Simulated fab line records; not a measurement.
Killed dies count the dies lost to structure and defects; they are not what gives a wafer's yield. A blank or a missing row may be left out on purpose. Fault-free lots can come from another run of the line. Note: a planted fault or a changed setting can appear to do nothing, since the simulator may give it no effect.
What tool caused it?    flow n5 finfet    72 wafers from 24 lots sampled at 6 of the route's 1938 steps

== WHAT EACH GAUGE READ, for each wafer ==
N5_BEOL_M2_RS_MEAS_58: uses a four-point probe to measure. Usual: M2_RS 0.657 ohm/sq, standard deviation 0.025.
lot   measured      on             M2_RS (ohm/sq)     flag
L074  day 7 10:56   film metro-02  0.651 0.654 0.663  
L075  day 7 13:22   film metro-01  0.683 0.677 0.722  
L076  day 7 16:05   film metro-01  0.619 0.632 0.633  
L079  day 8 07:47   film metro-01  0.649 0.666 0.650  
L077  day 8 09:31   film metro-01  0.652 0.652 0.650  
L078  day 8 15:40   film metro-02  0.630 0.650 0.650  
L081  day 9 08:11   film metro-01  0.688 0.633 0.649  
L080  day 9 13:01   film metro-02  0.637 0.645 0.627  
L083  day 9 13:23   film metro-01  0.705 0.648 0.673  
L082  day 10 08:00  film metro-01  0.645 0.646 0.635  
L084  day 10 11:02  film metro-02  0.667 0.718 0.651  
L085  day 10 14:21  film metro-02  0.627 0.671 0.659  
L086  day 10 15:31  film metro-02  0.666 0.659 0.692  
L087  day 10 15:39  film metro-02  0.667 0.667 0.662  
L089  day 10 23:47  film metro-02  0.641 0.683 0.627  
L088  day 11 07:01  film metro-02  0.686 0.686 0.699  
L090  day 11 13:20  film metro-02  0.689 0.665 0.663  
L091  day 11 13:31  film metro-02  0.633 0.640 0.636  
L092  day 12 07:24  film metro-02  0.624 0.669 0.621  
L093  day 12 11:31  film metro-02  0.626 0.641 0.641  
L094  day 12 15:29  film metro-02  0.648 0.635 0.621  
L095  day 13 09:03  film metro-01  0.602 0.627 0.635  
L096  day 13 16:59  film metro-02  0.673 0.644 0.627  
L097  day 14 02:37  film metro-02  0.644 0.701 0.708  

N5_BEOL_M3_CD_MEAS_11: the cd target is 17.05 nm. Usual: cd nm reads 17.11 nm (standard deviation 0.26).
lot   measured      on         cd nm (nm)         flag
L074  day 7 11:41   cd sem-01  17.29 16.74 16.93  
L075  day 7 15:47   cd sem-02  17.08 17.09 17.01  
L076  day 7 17:25   cd sem-03  16.64 17.02 16.97  
L079  day 8 08:58   cd sem-03  17.57 17.38 16.94  
L077  day 8 12:09   cd sem-02  16.50 17.22 17.23  
L078  day 8 17:08   cd sem-02  16.79 16.92 17.10  
L081  day 9 09:51   cd sem-03  16.84 16.84 16.83  
L080  day 9 14:15   cd sem-02  17.00 17.21 17.40  
L083  day 9 14:31   cd sem-03  17.48 16.90 16.85  
L082  day 10 10:25  cd sem-03  16.66 17.20 17.13  
L084  day 10 13:16  cd sem-01  17.05 16.74 17.57  
L085  day 10 16:55  cd sem-02  17.11 17.23 17.29  
L086  day 10 17:24  cd sem-03  17.11 16.76 17.14  
L087  day 10 17:34  cd sem-03  17.31 17.59 17.22  
L089  day 11 01:56  cd sem-01  17.31 16.81 16.98  
L088  day 11 07:52  cd sem-03  17.07 17.71 17.13  
L090  day 11 15:03  cd sem-03  17.53 16.93 17.55  
L091  day 11 15:05  cd sem-02  17.28 16.84 17.17  
L092  day 12 10:46  cd sem-03  17.13 17.25 17.26  
L093  day 12 12:16  cd sem-03  17.11 17.41 16.89  
L094  day 12 19:05  cd sem-01  17.41 16.54 17.28  
L095  day 13 11:13  cd sem-02  17.22 17.09 17.55  
L096  day 13 18:39  cd sem-03  17.21 17.18 17.20  
L097  day 14 03:57  cd sem-03  17.29 16.81 17.14  

N5_BEOL_M3_CD_MEAS_28: target cd 25.7 nm, target cd y 23.3 nm. Usual: cd nm reads 25.69 nm (standard deviation 0.23).
lot   measured      on         cd nm (nm)         flag
L074  day 7 12:41   cd sem-01  25.35 25.82 25.40  
L075  day 7 16:49   cd sem-02  25.83 26.01 25.60  
L076  day 7 18:19   cd sem-01  25.47 25.65 25.94  
L079  day 8 09:51   cd sem-02  25.43 25.70 25.74  
L077  day 8 13:30   cd sem-01  25.94 25.22 25.29  
L078  day 8 18:01   cd sem-01  26.32 26.18 25.83  
L081  day 9 10:51   cd sem-01  25.18 25.24 25.38  
L080  day 9 15:11   cd sem-01  25.73 25.54 26.13  
L083  day 9 15:28   cd sem-01  25.67 25.42 25.75  
L082  day 10 11:23  cd sem-02  25.78 25.64 25.90  
L084  day 10 14:08  cd sem-01  25.79 25.46 25.40  
L085  day 10 18:01  cd sem-02  25.60 25.57 25.65  
L086  day 10 18:29  cd sem-01  25.44 25.65 25.60  
L087  day 10 18:43  cd sem-02  25.57 25.69 25.81  
L089  day 11 02:49  cd sem-02  25.95 25.63 25.96  
L088  day 11 08:52  cd sem-01  25.37 25.70 25.54  
L090  day 11 16:22  cd sem-03  25.57 25.61 25.64  
L091  day 11 16:42  cd sem-01  25.96 25.85 25.53  
L092  day 12 12:05  cd sem-03  25.62 25.83 25.68  
L093  day 12 13:08  cd sem-03  25.94 25.61 25.81  
L094  day 12 19:57  cd sem-01  25.77 25.89 25.55  
L095  day 13 12:05  cd sem-03  25.24 25.40 25.54  
L096  day 13 19:33  cd sem-01  25.49 25.83 25.82  
L097  day 14 04:51  cd sem-01  25.99 25.69 25.64  

== EACH LOT AND THE TOOL THAT RAN IT (in order: tool; ch and the chambers of the sampled wafers; start) ==
lot   N5_BEOL_M2_ETCH_70                  N5_BEOL_M2_ANNEAL_87          N5_BEOL_M3_ETCH_63
L074  rie diel-03 ch 1,2,3, day 7 06:45   pvd sputter-02, day 7 08:49   rie diel-05 ch 0,2,3, day 7 11:51
L075  rie diel-04 ch 0,2,3, day 7 07:21   pvd sputter-03, day 7 10:55   rie diel-02 ch 0,1,3, day 7 15:58
L076  rie diel-01 ch 0,1,2, day 7 11:35   pvd sputter-01, day 7 14:00   rie diel-02 ch 0,2, day 7 17:35
L079  rie diel-01 ch 2,3, day 8 03:16     pvd sputter-01, day 8 05:40   rie diel-02 ch 0,1,2, day 8 09:09
L077  rie diel-04 ch 0,1,2, day 8 03:18   pvd sputter-03, day 8 07:26   rie diel-06 ch 2,3, day 8 12:36
L078  rie diel-01 ch 2,3, day 8 11:10     pvd sputter-02, day 8 13:36   rie diel-02 ch 0,2, day 8 17:19
L081  rie diel-03 ch 1,2, day 9 03:22     pvd sputter-02, day 9 06:07   rie diel-06 ch 0,1,2, day 9 10:02
L080  rie diel-01 ch 0,1,3, day 9 08:43   pvd sputter-02, day 9 10:56   rie diel-02 ch 0,1, day 9 14:29
L083  rie diel-04 ch 1,2, day 9 08:54     pvd sputter-03, day 9 11:19   rie diel-02 ch 0,3, day 9 14:46
L082  rie diel-01 ch 0,2,3, day 10 01:40  pvd sputter-01, day 10 05:53  rie diel-06 ch 0,1,3, day 10 10:36
L084  rie diel-01 ch 0,3, day 10 05:56    pvd sputter-03, day 10 08:33  rie diel-05 ch 1,3, day 10 13:26
L085  rie diel-04 ch 1,2,3, day 10 09:18  pvd sputter-02, day 10 11:39  rie diel-06 ch 0,1,2, day 10 17:05
L086  rie diel-04 ch 0,1,2, day 10 09:47  pvd sputter-03, day 10 13:24  rie diel-02 ch 0,2, day 10 17:35
L087  rie diel-01 ch 1,2, day 10 10:03    pvd sputter-01, day 10 13:33  rie diel-02 ch 0,3, day 10 17:49
L089  rie diel-04 ch 1,2,3, day 10 19:20  pvd sputter-02, day 10 21:35  rie diel-02 ch 0,3, day 11 02:07
L088  rie diel-03 ch 0,3, day 11 00:51    pvd sputter-03, day 11 04:57  rie diel-06 ch 0,1, day 11 08:02
L090  rie diel-03 ch 2,3, day 11 05:49    pvd sputter-01, day 11 08:02  rie diel-06 ch 0,3, day 11 15:40
L091  rie diel-04 ch 0,1,2, day 11 05:53  pvd sputter-03, day 11 08:33  rie diel-05 ch 0,1,2, day 11 16:00
L092  rie diel-04 ch 1,3, day 12 00:31    pvd sputter-01, day 12 02:37  rie diel-05 ch 0,1,3, day 12 11:11
L093  rie diel-01 ch 1,2,3, day 12 04:40  pvd sputter-02, day 12 07:20  rie diel-06 ch 2,3, day 12 12:26
L094  rie diel-01 ch 0,1, day 12 09:59    pvd sputter-02, day 12 13:22  rie diel-02 ch 0,3, day 12 19:15
L095  rie diel-04 ch 0,3, day 13 03:27    pvd sputter-03, day 13 06:16  rie diel-02 ch 1,2,3, day 13 11:23
L096  rie diel-03 ch 1,2, day 13 12:41    pvd sputter-03, day 13 14:52  rie diel-06 ch 1,2, day 13 18:52
L097  rie diel-01 ch 0,1,2, day 13 21:40  pvd sputter-03, day 14 00:28  rie diel-06 ch 1,2, day 14 04:08
- N5_BEOL_M2_ETCH_70: etches SOC in N2/H2, target depth 80 nm, overetch 24 nm, time 130 s.
- N5_BEOL_M2_ANNEAL_87: time 240 s.
- N5_BEOL_M3_ETCH_63: etches SiARC in CF4, target depth 15.6 nm, time 26 s.

== AS READ BY THE TOOLS THEMSELVES (means over the sampled wafers that have a number; for cases with no such wafer, the mark the record gives instead) ==
N5_BEOL_M2_ETCH_70. Usual: value, then standard deviation, for each; chamber pressure mTorr 29.999 mTorr / 0.027; drypump motor current A 5.6 A / 0.49; h2 flow sccm 200.1 sccm / 0.66; oes product au 0.62 a.u. / 0.052; rf vpp V 525 V / 3.1; showerhead plenum p Torr 2.59 Torr / 0.11; throttle valve pct 17.73 % / 0.18.
lot   tool         chamber pressure mTorr (mTorr)  drypump motor current A (A)  h2 flow sccm (sccm)  oes product au (a.u.)  rf vpp V (V)  showerhead plenum p Torr (Torr)  throttle valve pct (%)  flag
L074  rie diel-03  30.015                          5.5                          199.1                0.57                   525           2.59                             17.97                   
L075  rie diel-04  30.006                          5.8                          201.0                0.59                   522           2.48                             17.74                   
L076  rie diel-01  30.013                          5.4                          200.1                0.65                   527           2.66                             17.63                   
L079  rie diel-01  29.998                          5.7                          200.1                0.67                   526           2.64                             17.68                   
L077  rie diel-04  29.987                          5.5                          200.6                0.64                   525           2.59                             17.59                   
L078  rie diel-01  29.979                          5.7                          199.4                0.67                   525           2.64                             17.67                   
L081  rie diel-03  30.008                          5.7                          200.1                0.56                   523           2.51                             17.97                   
L080  rie diel-01  30.009                          5.7                          200.3                0.62                   525           2.58                             17.72                   
L083  rie diel-04  30.005                          5.8                          199.9                0.60                   526           2.61                             17.57                   
L082  rie diel-01  29.988                          5.8                          199.9                0.62                   526           2.58                             17.70                   
L084  rie diel-01  30.001                          6.1                          199.7                0.61                   523           2.51                             17.77                   
L085  rie diel-04  30.002                          5.7                          200.1                0.64                   526           2.65                             17.63                   
L086  rie diel-04  30.008                          5.5                          200.4                0.62                   525           2.58                             17.63                   
L087  rie diel-01  29.996                          5.2                          200.2                0.65                   528           2.70                             17.68                   
L089  rie diel-04  30.009                          5.7                          199.5                0.63                   527           2.65                             17.63                   
L088  rie diel-03  30.004                          5.3                          200.1                0.63                   523           2.53                             17.65                   
L090  rie diel-03  30.040                          5.0                          200.2                0.52                   524           2.54                             18.17                   
L091  rie diel-04  29.967                          5.5                          200.3                0.60                   524           2.58                             17.63                   
L092  rie diel-04  30.016                          5.7                          199.7                0.65                   529           2.70                             17.68                   
L093  rie diel-01  29.983                          5.6                          200.2                0.62                   526           2.62                             17.76                   
L094  rie diel-01  29.987                          5.3                          200.5                0.60                   527           2.64                             17.73                   
L095  rie diel-04  30.006                          5.6                          199.5                0.63                   524           2.55                             17.73                   
L096  rie diel-03  29.994                          6.1                          201.1                0.57                   525           2.59                             17.95                   
L097  rie diel-01  30.006                          5.4                          200.5                0.60                   526           2.64                             17.71                   

N5_BEOL_M2_ANNEAL_87. Usual: heater power w reads 826 W (standard deviation 49).
lot   tool            heater power w (W)  flag
L074  pvd sputter-02  879                 
L075  pvd sputter-03  794                 
L076  pvd sputter-01  827                 
L079  pvd sputter-01  812                 
L077  pvd sputter-03  833                 
L078  pvd sputter-02  863                 
L081  pvd sputter-02  823                 
L080  pvd sputter-02  872                 
L083  pvd sputter-03  824                 
L082  pvd sputter-01  835                 
L084  pvd sputter-03  822                 
L085  pvd sputter-02  856                 
L086  pvd sputter-03  780                 
L087  pvd sputter-01  810                 
L089  pvd sputter-02  876                 
L088  pvd sputter-03  831                 
L090  pvd sputter-01  849                 
L091  pvd sputter-03  828                 
L092  pvd sputter-01  781                 
L093  pvd sputter-02  847                 
L094  pvd sputter-02  844                 
L095  pvd sputter-03  758                 
L096  pvd sputter-03  814                 
L097  pvd sputter-03  836                 

N5_BEOL_M3_ETCH_63. Usual: value, then standard deviation, for each; chamber pressure mTorr 40.00 mTorr / 0.037; drypump motor current A 5.8 A / 0.56; etch rf on time s 26.0 s / 0.39; oes product au 0.68 a.u. / 0.055; rf vpp V 184.0 V / 1.2; showerhead plenum p Torr 2.14 Torr / 0.066; throttle valve pct 15.48 % / 0.17.
lot   tool         chamber pressure mTorr (mTorr)  drypump motor current A (A)  etch rf on time s (s)  oes product au (a.u.)  rf vpp V (V)  showerhead plenum p Torr (Torr)  throttle valve pct (%)  flag
L074  rie diel-05  39.99                           5.4                          26.4                   0.70                   185.2         2.19                             15.37                   
L075  rie diel-02  40.03                           5.6                          25.7                   0.73                   184.6         2.17                             15.30                   
L076  rie diel-02  39.99                           6.0                          25.7                   0.71                   184.6         2.17                             15.46                   
L079  rie diel-02  39.99                           6.1                          26.0                   0.72                   185.4         2.20                             15.42                   
L077  rie diel-06  40.00                           6.3                          25.7                   0.64                   183.3         2.10                             15.80                   
L078  rie diel-02  39.98                           6.0                          25.4                   0.71                   185.7         2.17                             15.47                   
L081  rie diel-06  39.98                           6.0                          26.3                   0.62                   183.3         2.10                             15.63                   
L080  rie diel-02  39.98                           6.0                          26.3                   0.70                   184.2         2.20                             15.31                   
L083  rie diel-02  40.02                           5.4                          25.7                   0.70                   183.1         2.13                             15.27                   
L082  rie diel-06  39.97                           5.7                          26.1                   0.65                   184.6         2.08                             15.59                   
L084  rie diel-05  40.01                           5.9                          26.3                   0.63                   185.4         2.19                             15.38                   
L085  rie diel-06  40.02                           6.0                          25.9                   0.62                   183.4         2.10                             15.65                   
L086  rie diel-02  40.03                           6.0                          25.8                   0.69                   184.9         2.17                             15.50                   
L087  rie diel-02  39.97                           5.4                          26.1                   0.68                   183.0         2.13                             15.29                   
L089  rie diel-02  40.00                           5.1                          25.5                   0.69                   183.3         2.11                             15.31                   
L088  rie diel-06  39.97                           5.5                          26.2                   0.64                   182.7         2.08                             15.54                   
L090  rie diel-06  40.02                           6.1                          26.0                   0.61                   182.6         2.09                             15.61                   
L091  rie diel-05  39.99                           5.4                          26.2                   0.67                   184.2         2.15                             15.45                   
L092  rie diel-05  40.02                           5.6                          26.4                   0.62                   184.5         2.19                             15.45                   
L093  rie diel-06  40.02                           6.3                          26.1                   0.78                   183.4         2.09                             15.51                   
L094  rie diel-02  39.98                           5.4                          26.2                   0.67                   184.2         2.12                             15.32                   
L095  rie diel-02  40.02                           5.8                          25.7                   0.68                   184.8         2.16                             15.51                   
L096  rie diel-06  40.05                           5.7                          26.2                   0.71                   183.7         2.07                             15.53                   
L097  rie diel-06  40.01                           6.1                          26.1                   0.75                   182.3         2.09                             15.48                   

== THE ANSWER, worked out from the rows above alone ==
Rule: take the mean of a lot's wafers that have a number; if it is more than 3 standard deviations from the usual mean, the lot is off. A lot without any number at a reading at which 4 lots or more have one is off too. All remaining lots with rows at the step are treated as sound. First the gauges in route order, then the tools' own readings, where a lot's mean is used as printed above. The first step at which some lot is off is used, and at that step the reading that is off furthest; a lot without a number counts as furthest.
No lot is off at any reading shown: from this, nothing can be told.

== WHAT WAS PUT IN BY THE SIMULATOR ==
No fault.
